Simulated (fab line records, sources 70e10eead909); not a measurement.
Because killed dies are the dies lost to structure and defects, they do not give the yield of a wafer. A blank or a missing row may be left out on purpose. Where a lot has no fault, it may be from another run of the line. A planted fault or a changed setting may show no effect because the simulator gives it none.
Problem report, 8D (eight disciplines) form, completed by code -- flow nandHarc -- the parts of the form that need people (team, actions taken, sign-off) are left out

1. WHAT IS WRONG
At NHARC_P_M1_INSPECT_11, rawDefectCount averages 367.3 over 3 wafers from 2 lots, while fault-free wafers read 4.3, standard deviation 2.6. That is +99 or more standard deviations from the usual mean.
The first sign was on wafer L116.2 at day 11 13:52, on defectInspect-01. The record has a number at this step for 36 wafers belonging to 12 lots. Rule for "out" (also "out of limits"): further than 4 standard deviations from the usual mean. The rest of the wafers with a number are treated as sound.

2. WHAT IT IS; WHAT IT IS NOT
question,is,is not
which readings at this step,rawDefectCount,-
which lots,"L116, L117","L102, L103, L105, L106, L111, L994, L995, L996, L998, L999"
which wafers of those lots,"L116.2, L117.3, L117.5","L116.4, L116.5, L117.4"
read on which gauges,"defectInspect-01, defectInspect-02",-
when,from day 11 13:52,up to then (32 sound wafers); but 1 sound wafer of L117 came after

3. THE SUSPECTS, EACH WITH WHAT RULES IT OUT
Counting: any tool at a process step up to the reading remains a suspect provided it ran every lot that is out. Sound lots after the first of them don't rule it out here, since some wafers of a struck lot are sound.
- ruled out: the gauge at NHARC_P_M1_INSPECT_11. 2 gauges (defectInspect-01, defectInspect-02) read the wafers that are out.
- cmp-03 at NHARC_P_M0_CMP_23 (polishes, t overpolish 20 s, target thk 117.53 nm): kept. Every lot that is out went through it, the first being L116 (day 11 11:37); the last sound lot it ran before that was L105 (day 8 11:55).
- Within cmp-03 at NHARC_P_M0_CMP_23: the wafers that are out ran in chamber 2; their sound lot-mates ran in chamber 0.
Left after counting: cmp-03 at NHARC_P_M0_CMP_23.

4. THE CAUSE (what the simulator had put in)
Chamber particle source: cmp-03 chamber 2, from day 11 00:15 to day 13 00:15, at NHARC_P_M0_CMP_23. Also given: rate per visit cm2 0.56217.
Counting left only this tool.

5. THE CHAIN OF EFFECTS, in route order
Each row: a reading where the mean over the struck wafers with a number is more than 3 standard deviations away from the usual. Only readings whose record carries a usual standard deviation are examined. hours: median over the lots of the time between each lot's start at the first step of this table that gives one and its start at this step. sigmas: the change, counted in usual standard deviations.
hours,step,reading,usual,on struck wafers,change,sigmas
0,NHARC_P_M1_INSPECT_11,rawDefectCount,4.3,367.3,+363.0,+99 or more
309,NHARC_END_SORT_01,defectLimitedYield,95.4 %,58.2,-37.2,-25
309,NHARC_END_SORT_01,killedAtPeriphery,3.7,264.0,+260.3,+99 or more
309,NHARC_END_SORT_01,killedDies,31,283,+252,+25
309,NHARC_END_SORT_01,sort_bin_2_pct,1.5 %,13.2,+11.7,+20
309,NHARC_END_SORT_01,sort_bin_3_pct,0.26 %,2.85,+2.59,+12
309,NHARC_END_SORT_01,sort_bin_4_pct,2.9 %,25.7,+22.8,+23
309,NHARC_END_SORT_01,sortNPass,646,394,-252,-25
309,NHARC_END_SORT_01,sortRimYieldPct,96.3 %,56.3,-40.0,-17
309,NHARC_END_SORT_01,sortYieldPct,95.4 %,58.2,-37.2,-25

6. WHAT WOULD HAVE CAUGHT IT SOONER
14 hours passed between the start of the fault at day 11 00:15 and the first reading out of limits at a measuring or inspecting step in this record, taken at day 11 13:52.
Of the tool readings at NHARC_P_M0_CMP_23 for which the record gives a usual standard deviation, none was out on any struck wafer, so an alarm limit of 4 standard deviations on them would not have fired.
L117, from the lots that are out (2), started NHARC_P_M0_CMP_23 on cmp-03 later than day 11 13:52. A tool hold placed at that time would have kept it from harm.
